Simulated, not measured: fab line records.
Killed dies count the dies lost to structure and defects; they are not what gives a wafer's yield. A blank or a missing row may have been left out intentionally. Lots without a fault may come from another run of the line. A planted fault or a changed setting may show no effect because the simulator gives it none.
A struck lot beside a sound one + flow n5-finfet + 15 steps out of a route of 1938
Sound: wafers L302.2, L302.3, L302.6. Struck: wafers L310.1, L310.5. (L310.3 of the same lot was not struck and is left out.) The cause comes at the end.
Each step with rows lists, per side, the tool, then ch with its chambers, then its first start. Under that, the readings that differ: sound wafers + struck wafers + difference of the means + sigmas: that difference in standard deviations of wafers without a fault.
alike: readings whose means differ by less than 2 such deviations, and words and numbers that are the same on both sides. not compared: withheld readings, readings that some wafer has no value for, bounds like >300 that may hide the same value, and numbers for which the record gives no deviation and whose values overlap.
The two part at a step that has a row with sigmas, a row that says differs or no value, or rows on one side only. Numbers that have no deviation but don't overlap get no sigmas and don't part them. Lack of a reading on every wafer of one side parts them only where that side has two or more wafers.

N5_BEOL_M6_CURE_75: cures SiCOH lowk, time 120 s.
  sound on uv-cure-02 ch 1, day 11 03:22; struck on uv-cure-02 ch 0, day 12 22:11
  alike: lamp-power-pct, wafer_temp_C_max
then, 3 steps without rows for these wafers: N5_BEOL_M6_DEGAS_44 (time 60 s); N5_BEOL_M6_PRE_CLEAN_45 (time 30 s); N5_BEOL_M6_ALD_77 (deposits TaN, target thk 2 nm, pulse time 2 s, purge time 3 s).
N5_BEOL_M6_SURFACE_TREAT_79:
  sound on pvd-sputter-02, day 11 04:19; struck on pvd-sputter-01, day 12 23:08
  alike: ar-flow-sccm
  not compared: throttle-valve-pct
then, 1 step without rows for these wafers: N5_BEOL_M6_CVD_78 (deposits Co from CCTBA/H2, target thk 2 nm, time 142.3 s).
N5_BEOL_M6_SPUTTER_48: material Cu, target thk 10 nm, time 1.667 s.
  sound on pvd-sputter-03, day 11 04:44; struck on pvd-sputter-02, day 12 23:31
  alike: chamber-pressure-pa, throttle-valve-pct
then, 1 step without rows for these wafers: N5_BEOL_M6_ECD_50 (material Cu, target thk 300 nm).
N5_BEOL_M6_ANNEAL_51: time 90 s.
  sound on rtp-anneal-01 ch 0, day 11 05:30; struck on rtp-anneal-02 ch 0, day 12 23:49
  alike: wafer_temp_C_max
N5_BEOL_M6_CMP_52: polishes, stops on SiCOH lowk, t overpolish 6.9 s, target thk 80 nm.
  sound on cmp-03 ch 0,3, day 11 05:45; struck on cmp-01 ch 3, day 13 00:07
  alike: barrier-field-endpoint-s, motor-current-A, overpolish-run-s, platen-rpm, slurry-flow-ml-min, time-to-endpoint-s
N5_BEOL_M6_THK_MEAS_53: measures by xrf.
  sound on film-metro-02, day 11 06:02; struck on film-metro-01, day 13 00:25
  alike: M6_THK
then, 1 step without rows for these wafers: N5_BEOL_M6_PRE_CLEAN_55 (time 15 s).
N5_BEOL_M6_DEP_56: deposits SiCN from 3MS/NH3, target thk 10 nm, time 17.5 s.
  sound on pecvd-02 ch 0,1,2, day 11 06:07; struck on pecvd-01 ch 2, day 13 00:28
| reading                                  | sound      | struck  | difference | sigmas |
|------------------------------------------|------------|---------|------------|--------|
| model.SiCN_of_BEOL_M6_DEP_56.thk-nm (nm) | 10 10 10.2 | 6.2 6.4 | -3.8       |        |
  alike: showerhead-plenum-p-Torr, throttle-valve-pct
N5_BEOL_M6_RS_MEAS_57: a four-point-probe measurement.
  sound on film-metro-01, day 11 06:11; struck on film-metro-02, day 13 00:32
  alike: M6_RS
-- a jump in the record: the struck wafers' starts before and after are 3 days apart (it breaks off in module BEOL_M6 and resumes in module PASSIVATION, where the first step shown is number 1936 of the route) --
N5_PASSIVATION_PROBE_49:
  sound on prober-02, day 14 15:53; struck on prober-01, day 16 03:11
  alike: defect-limited-yield, killed_at_M0_to_M3, killed_at_M4_up, killed-at-contacts, killed-at-front-end, killed-at-other, killed-dies, killed-on-rim, killed-open, killed-short, sort_bin_5_function, sort_bin_6_memory, sort_bin_8_speed, sort-n-pass, sort-yield-pct

## WHERE THEY PART
Nowhere in this record.

WHY: what the simulator had put in
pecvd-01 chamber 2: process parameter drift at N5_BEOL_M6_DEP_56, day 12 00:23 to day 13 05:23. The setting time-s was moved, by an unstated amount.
